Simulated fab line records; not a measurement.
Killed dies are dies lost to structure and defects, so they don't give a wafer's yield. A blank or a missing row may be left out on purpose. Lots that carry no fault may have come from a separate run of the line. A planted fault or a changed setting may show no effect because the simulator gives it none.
Chamber matching | flow n5 finfet | N5_BEOL_M3_CO_CAP_55 on cvd co-02 has 3 sister chambers
The step material Co, precursor CCTBA/H2, target thk 2 nm, time 102.1 s. 3 wafers are shown with their chamber, then 8 later ones without.

## EACH WAFER AND ITS CHAMBER
wafer  | chamber | heater power outer w (W)
L081.6 | 1       | 112
L082.6 | 2       | 117
L086.2 | 0       | 123

## WAFERS WHOSE CHAMBER IS MISSING
wafer  | heater power outer w (W)
L086.5 | 106
L086.6 | 129
L087.3 | 108
L087.5 | 107
L087.6 | 128
L091.1 | 125
L091.5 | 115
L091.6 | 129

## EACH ONE'S CHAMBER
wafer  | from the rows above          | in truth
L086.5 | can't be placed: 1 or 2      | 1
L086.6 | can't be placed: 0 or 2      | 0
L087.3 | can't be placed: 1 or 2      | 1
L087.5 | can't be placed: 1 or 2      | 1
L087.6 | can't be placed: 0 or 2      | 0
L091.1 | can't be placed: 0 or 2      | 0
L091.5 | can't be placed: 2 or 1 or 0 | 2
L091.6 | can't be placed: 0 or 2      | 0
Placed correctly: 0 of 8. Can't be placed from these rows: 8 (the true chamber is among the candidates in 8). Wrongly placed: 0.
How it was worked out, from the rows above alone: a wafer's distance from a chamber is the root of the sum, over the readings, of the square of ((its reading less the chamber's mean) divided by the reading's scatter). The wafer belongs to the nearest chamber; if the next one is less than 2 further off, it can't be placed. The mean given for a chamber averages the wafers shown for that chamber. The scatter (one wafer shown for each chamber): square how far every hidden wafer sits from the nearest shown wafer, average those squares and take the square root.
